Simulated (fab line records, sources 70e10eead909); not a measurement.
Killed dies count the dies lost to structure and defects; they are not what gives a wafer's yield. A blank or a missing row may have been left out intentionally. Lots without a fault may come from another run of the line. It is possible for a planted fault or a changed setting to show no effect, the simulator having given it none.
The tool behind it: which one? || flow nand_harc || Sampling: 11 lots, 33 wafers, 5 of 1159 route steps

== WHAT EACH GAUGE READ, for each wafer ==
NHARC_END_SORT_01.
{"lot": "L569", "measured": "day 23 03:17", "on": "prober-01", "defect_limited_yield (%)": "97.3 97.0 97.2"}
{"lot": "L566", "measured": "day 23 04:03", "on": "prober-02", "defect_limited_yield (%)": "93.5 93.2 93.9"}

== EACH LOT AND THE TOOL THAT RAN IT (in order: tool; ch and the chambers of the sampled wafers; start) ==
{"lot": "L555", "NHARC_THIN_TSV_CMP_01": "cmp-02 ch 1,2,3, day 18 07:27", "NHARC_THIN_TSV_ETCHBACK_48": "rie_diel-11 ch 1,2,3, day 18 10:58", "NHARC_THIN_TSV_PVD_51": "pvd_sputter-03, day 18 13:34 or earlier", "NHARC_THIN_TSV_DEGAS_53": "pvd_sputter-02, day 18 13:34"}
{"lot": "L557", "NHARC_THIN_TSV_CMP_01": "cmp-03 ch 0,1, day 18 22:08", "NHARC_THIN_TSV_ETCHBACK_48": "rie_diel-01 ch 1,2, day 19 01:41", "NHARC_THIN_TSV_PVD_51": "pvd_sputter-03, day 19 04:15 or earlier", "NHARC_THIN_TSV_DEGAS_53": "pvd_sputter-01, day 19 04:15"}
{"lot": "L556", "NHARC_THIN_TSV_CMP_01": "cmp-04 ch 2,3, day 18 23:19", "NHARC_THIN_TSV_ETCHBACK_48": "rie_diel-01 ch 0,1,3, day 19 02:59", "NHARC_THIN_TSV_PVD_51": "pvd_sputter-03, day 19 05:30 or earlier", "NHARC_THIN_TSV_DEGAS_53": "pvd_sputter-02, day 19 05:30"}
{"lot": "L568", "NHARC_THIN_TSV_CMP_01": "cmp-04 ch 1,2, day 21 06:47", "NHARC_THIN_TSV_ETCHBACK_48": "rie_diel-02 ch 1,2,3, day 21 10:17", "NHARC_THIN_TSV_PVD_51": "pvd_sputter-03, day 21 12:50 or earlier", "NHARC_THIN_TSV_DEGAS_53": "pvd_sputter-02, day 21 12:50"}
{"lot": "L569", "NHARC_THIN_TSV_CMP_01": "cmp-03 ch 0,2,3, day 22 11:07", "NHARC_THIN_TSV_ETCHBACK_48": "rie_diel-02 ch 0,2, day 22 14:45", "NHARC_THIN_TSV_PVD_51": "pvd_sputter-03, day 22 17:17 or earlier", "NHARC_THIN_TSV_DEGAS_53": "pvd_sputter-03, day 22 17:17"}
{"lot": "L566", "NHARC_THIN_TSV_CMP_01": "cmp-03 ch 1,3, day 22 12:21", "NHARC_THIN_TSV_ETCHBACK_48": "rie_diel-11 ch 1,2,3, day 22 15:54", "NHARC_THIN_TSV_PVD_51": "pvd_sputter-02, day 22 18:35 or earlier", "NHARC_THIN_TSV_DEGAS_53": "pvd_sputter-02, day 22 18:35"}
{"lot": "L573", "NHARC_THIN_TSV_CMP_01": "cmp-04 ch 0,3, day 22 22:34", "NHARC_THIN_TSV_ETCHBACK_48": "rie_diel-01 ch 0,1,2, day 23 02:03", "NHARC_THIN_TSV_PVD_51": "pvd_sputter-01, day 23 04:31 or earlier", "NHARC_THIN_TSV_DEGAS_53": "pvd_sputter-01, day 23 04:31"}
{"lot": "L575", "NHARC_THIN_TSV_CMP_01": "cmp-04 ch 0,1,3, day 23 13:11", "NHARC_THIN_TSV_ETCHBACK_48": "rie_diel-02 ch 2,3, day 23 17:47", "NHARC_THIN_TSV_PVD_51": "pvd_sputter-01, day 23 20:29 or earlier", "NHARC_THIN_TSV_DEGAS_53": "pvd_sputter-02, day 23 20:29"}
{"lot": "L574", "NHARC_THIN_TSV_CMP_01": "cmp-02 ch 0,3, day 23 22:27", "NHARC_THIN_TSV_ETCHBACK_48": "rie_diel-01 ch 1,2, day 24 02:07", "NHARC_THIN_TSV_PVD_51": "pvd_sputter-02, day 24 04:37 or earlier", "NHARC_THIN_TSV_DEGAS_53": "pvd_sputter-01, day 24 04:37"}
{"lot": "L578", "NHARC_THIN_TSV_CMP_01": "cmp-03 ch 0,1,3, day 24 06:26", "NHARC_THIN_TSV_ETCHBACK_48": "rie_diel-02 ch 0,2,3, day 24 10:06", "NHARC_THIN_TSV_PVD_51": "pvd_sputter-03, day 24 12:40 or earlier", "NHARC_THIN_TSV_DEGAS_53": "pvd_sputter-03, day 24 12:40"}
{"lot": "L577", "NHARC_THIN_TSV_CMP_01": "cmp-02 ch 1,3, day 24 07:37", "NHARC_THIN_TSV_ETCHBACK_48": "rie_diel-01 ch 2,3, day 24 11:11", "NHARC_THIN_TSV_PVD_51": "pvd_sputter-01, day 24 13:43 or earlier", "NHARC_THIN_TSV_DEGAS_53": "pvd_sputter-03, day 24 13:43"}
- NHARC_THIN_TSV_CMP_01: polishes.
- NHARC_THIN_TSV_ETCHBACK_48: etches the open film in C4F8/Ar, target depth 1028.5 nm, time 405.17 s.
- NHARC_THIN_TSV_PVD_51: deposits Cu, target thk 100 nm.
- NHARC_THIN_TSV_DEGAS_53: time 60 s.

== THE ANSWER, worked out from the rows above alone ==
Rule: the lots themselves supply what counts as usual. Put in order of their means at a reading, lots are off if they are a third of the lots or fewer, leave a main group of 4 or more, and stand apart from it by a gap of 3 or more times the standard deviation of the main group's means; of several such gaps the widest counts. A main group is skipped when, at the precision printed for the reading in the tables above, its means are all equal. A lot without any number at a reading at which 4 lots or more have one is off too. All remaining lots with rows at the step are treated as sound.
No lot is off on any of the readings shown, so nothing can be concluded from this.

== WHAT THE SIMULATOR HAD INSERTED ==
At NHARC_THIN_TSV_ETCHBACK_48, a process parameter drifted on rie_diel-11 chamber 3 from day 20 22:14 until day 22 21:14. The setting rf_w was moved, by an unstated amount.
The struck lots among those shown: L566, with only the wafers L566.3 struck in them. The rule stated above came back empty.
